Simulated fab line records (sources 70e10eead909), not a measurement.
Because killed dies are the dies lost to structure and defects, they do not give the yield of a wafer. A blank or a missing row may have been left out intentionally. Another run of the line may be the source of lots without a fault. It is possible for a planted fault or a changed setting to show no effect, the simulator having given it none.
Chamber matching || flow nand-harc || 4 sister chambers for NHARC_P_GATE_ALD_36 on ald-sin-01
The step deposits SiNx, target thk 20 nm, pulse time 60 s, ald cycles 223. 16 wafers are shown with their chamber, then 8 later ones without.

== WAFERS PAIRED WITH THEIR CHAMBERS ==
{"wafer": "L076.2", "chamber": 0, "heater-power-w (W)": 778, "precursor-pulse-height-rel": 0.991}
{"wafer": "L076.1", "chamber": 2, "heater-power-w (W)": 842, "precursor-pulse-height-rel": 0.983}
{"wafer": "L076.5", "chamber": 0, "heater-power-w (W)": 789, "precursor-pulse-height-rel": 0.997}
{"wafer": "L079.2", "chamber": 3, "heater-power-w (W)": 933, "precursor-pulse-height-rel": 0.992}
{"wafer": "L079.5", "chamber": 0, "heater-power-w (W)": 786, "precursor-pulse-height-rel": 0.995}
{"wafer": "L079.6", "chamber": 2, "heater-power-w (W)": 838, "precursor-pulse-height-rel": 1.032}
{"wafer": "L082.1", "chamber": 3, "heater-power-w (W)": 935, "precursor-pulse-height-rel": 0.976}
{"wafer": "L082.4", "chamber": 1, "heater-power-w (W)": 799, "precursor-pulse-height-rel": 0.994}
{"wafer": "L082.6", "chamber": 3, "heater-power-w (W)": 938, "precursor-pulse-height-rel": 1.014}
{"wafer": "L085.3", "chamber": 1, "heater-power-w (W)": 799, "precursor-pulse-height-rel": 0.965}
{"wafer": "L085.1", "chamber": 2, "heater-power-w (W)": 854, "precursor-pulse-height-rel": 1.031}
{"wafer": "L085.2", "chamber": 0, "heater-power-w (W)": 767, "precursor-pulse-height-rel": 1.013}
{"wafer": "L088.4", "chamber": 3, "heater-power-w (W)": 951, "precursor-pulse-height-rel": 0.984}
{"wafer": "L088.5", "chamber": 2, "heater-power-w (W)": 793, "precursor-pulse-height-rel": 0.993}
{"wafer": "L088.6", "chamber": 3, "heater-power-w (W)": 933, "precursor-pulse-height-rel": 0.997}
{"wafer": "L090.1", "chamber": 2, "heater-power-w (W)": 806, "precursor-pulse-height-rel": 1.018}

SIGNATURES (means of the wafers above)
{"reading": "heater-power-w", "chamber 0": 780.00, "chamber 1": 799.00, "chamber 2": 826.60, "chamber 3": 938.00, "scatter within a chamber": 16.3}
{"reading": "precursor-pulse-height-rel", "chamber 0": 0.99900, "chamber 1": 0.97950, "chamber 2": 1.01140, "chamber 3": 0.99260, "scatter within a chamber": 0.0171}
Rule: for a wafer and a chamber, the distance is found by dividing, reading by reading, the gap between the wafer's reading and the chamber's mean by the reading's scatter, squaring, summing and taking the root. The wafer belongs to the nearest chamber; if the next one is less than 2 further off, it can't be placed. The scatter: the root of (the sum of the squares of (reading less its chamber's mean) over the shown wafers, divided by (wafers less chambers)).

== WAFERS MISSING THEIR CHAMBER ==
{"wafer": "L090.3", "heater-power-w (W)": 942, "precursor-pulse-height-rel": 0.991}
{"wafer": "L090.5", "heater-power-w (W)": 963, "precursor-pulse-height-rel": 0.980}
{"wafer": "L093.1", "heater-power-w (W)": 783, "precursor-pulse-height-rel": 0.978}
{"wafer": "L093.3", "heater-power-w (W)": 829, "precursor-pulse-height-rel": 1.014}
{"wafer": "L093.2", "heater-power-w (W)": 931, "precursor-pulse-height-rel": 1.008}
{"wafer": "L096.2", "heater-power-w (W)": 949, "precursor-pulse-height-rel": 1.010}
{"wafer": "L096.1", "heater-power-w (W)": 783, "precursor-pulse-height-rel": 0.978}
{"wafer": "L096.6", "heater-power-w (W)": 823, "precursor-pulse-height-rel": 1.011}

== WHICH CHAMBER EACH WENT THROUGH ==
{"wafer": "L090.3", "from the rows above": 3, "in truth": 3}
{"wafer": "L090.5", "from the rows above": 3, "in truth": 3}
{"wafer": "L093.1", "from the rows above": "can't be placed: 1 or 0", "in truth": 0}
{"wafer": "L093.3", "from the rows above": 2, "in truth": 2}
{"wafer": "L093.2", "from the rows above": 3, "in truth": 3}
{"wafer": "L096.2", "from the rows above": 3, "in truth": 3}
{"wafer": "L096.1", "from the rows above": "can't be placed: 1 or 0", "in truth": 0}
{"wafer": "L096.6", "from the rows above": 2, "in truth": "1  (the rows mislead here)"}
Correct placement for 5 of the 8. Unplaceable from these rows: 2, with the true chamber sitting among the candidates in 2. 1 placed wrongly.
